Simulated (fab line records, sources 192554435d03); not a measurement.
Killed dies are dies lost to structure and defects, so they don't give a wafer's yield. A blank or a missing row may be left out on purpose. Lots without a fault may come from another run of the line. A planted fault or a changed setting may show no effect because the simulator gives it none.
A struck lot beside a sound one | flow n5_finfet | 34 steps out of a route of 1938
Sound: wafers L157.2, L157.3, L157.5. Struck: wafers L149.2, L149.5. (L149.1 of the same lot was not struck and is left out.) The cause comes at the end.
At each step with rows: each side's tool, then ch and its chambers, then its first start. Under that, the readings that differ: sound wafers | struck wafers | difference of the means | sigmas: that difference in standard deviations of wafers without a fault.
alike: readings whose means differ by less than 2 such deviations, and words and numbers that are the same on both sides. not compared: withheld readings, readings that some wafer has no value for, bounds like >300 that may hide the same value, and numbers for which the record gives no deviation and whose values overlap.
The two part at a step that has a row with sigmas, a row that says differs or no value, or rows on one side only. Numbers that don't overlap but have no deviation are shown without sigmas and don't part them. A reading that every wafer of one side lacks parts them only if that side has two wafers or more.

first, 8 steps without rows for these wafers: N5_BEOL_M8_ECD_50 (material Cu, target thk 300 nm); N5_BEOL_M8_ANNEAL_51 (time 90 s); N5_BEOL_M8_CMP_52 (polishes, stops on SiCOH lowk, t overpolish 6.9 s, target thk 80 nm); N5_BEOL_M8_PRE_CLEAN_55 (time 15 s); N5_BEOL_M8_DEP_56 (deposits SiCN from 3MS/NH3, target thk 10 nm, time 17.5 s); N5_BEOL_M9_ILD_DEP_00 (deposits SiCOH lowk from DEMS/porogen, target thk 308.51 nm, time 58 s); N5_BEOL_M9_CURE_71 (cures SiCOH lowk, time 240 s); N5_BEOL_M9_PECVD_70 (deposits SiO2 from TEOS/O2, target thk 20 nm, time 22.7 s).
N5_BEOL_M9_HM_DEP_02: deposits TiN, target thk 20 nm.
  sound on pvd_sputter-02, day 13 11:23; struck on pvd_sputter-03, day 11 07:47
  reading                                    | sound    | struck  | difference | sigmas
  model.TiN_of_BEOL_M9_HM_DEP_02.thk_nm (nm) | 20 20 20 | 14 14.6 | -6         |
  alike: susceptor_temp_C, throttle_valve_pct
then, 13 steps without rows for these wafers: N5_BEOL_M9_COAT_59 (time 60 s, resist thk 100 nm); N5_BEOL_M9_COAT_60 (time 60 s, resist thk 30 nm); N5_BEOL_M9_COAT_05 (resist thk 90 nm); N5_BEOL_M9_EBR_07; N5_BEOL_M9_SOFTBAKE_06 (time 60 s); N5_BEOL_M9_EXPOSE_08 (exposes mask M9); N5_BEOL_M9_PEB_09 (peb time 60 s); N5_BEOL_M9_DEVELOP_10 (develop time 30 s); N5_BEOL_M9_DESCUM_16 (chemistry O2, time 7.9 s); N5_BEOL_M9_ETCH_61 (etches SiARC in CF4, target depth 39 nm, time 65 s); N5_BEOL_M9_ETCH_62 (etches SOC in N2/H2, target depth 110 nm, overetch 22 nm, time 165 s); N5_BEOL_M9_STRIP_68 (strips in N2/H2); N5_BEOL_M9_STRIP_67 (strips in CF4).
N5_BEOL_M9_HM_OPEN_17: chemistry Cl2/BCl3, target TiN, target depth 20 nm, overetch 6 nm.
  sound on rie_metal-02 ch 0,1, day 13 12:14; struck on rie_metal-02 ch 0, day 11 08:53
  reading                  | sound             | struck      | difference | sigmas
  model.etch.depth_nm (nm) | 20.08 20.04 20.01 | 14.05 14.63 | -5.70      |
  alike: drypump_motor_current_A, oes_ar_750_au, oes_product_au, throttle_valve_pct
  not compared: rf_hours_counter_h
then, 10 steps without rows for these wafers: N5_BEOL_M9_STRIP_19 (strips in O2); N5_BEOL_M9_COAT_63 (time 60 s, resist thk 60 nm); N5_BEOL_M9_COAT_64 (time 60 s, resist thk 12 nm); N5_BEOL_M9_COAT_75 (time 60 s, resist thk 5 nm); N5_BEOL_M9_COAT_22 (resist thk 30 nm); N5_BEOL_M9_EBR_24; N5_BEOL_M9_SOFTBAKE_23 (time 60 s); N5_BEOL_M9_EXPOSE_25 (exposes mask V8); N5_BEOL_M9_PEB_26 (peb time 60 s); N5_BEOL_M9_DEVELOP_27 (develop time 30 s).
N5_BEOL_M9_TRENCH_ETCH_37: etches SiCOH lowk in C4F6/O2, target depth 151.43 nm, time 49 s.
  sound on rie_diel-04 ch 0,2,3; struck on rie_diel-02 ch 3
  reading                                    | sound          | struck   | difference | sigmas
  model.TiN_of_BEOL_M9_HM_DEP_02.thk_nm (nm) | 15.8 15.6 15.8 | 9.8 10.4 | -5.6       |
  alike: drypump_motor_current_A, oes_ar_750_au, oes_f_703_au, oes_product_au, rf_vpp_V, showerhead_plenum_p_Torr, throttle_valve_pct
  not compared: rf_hours_counter_h

WHERE THEY PART
Nowhere in this record.

WHY: what the simulator had put in
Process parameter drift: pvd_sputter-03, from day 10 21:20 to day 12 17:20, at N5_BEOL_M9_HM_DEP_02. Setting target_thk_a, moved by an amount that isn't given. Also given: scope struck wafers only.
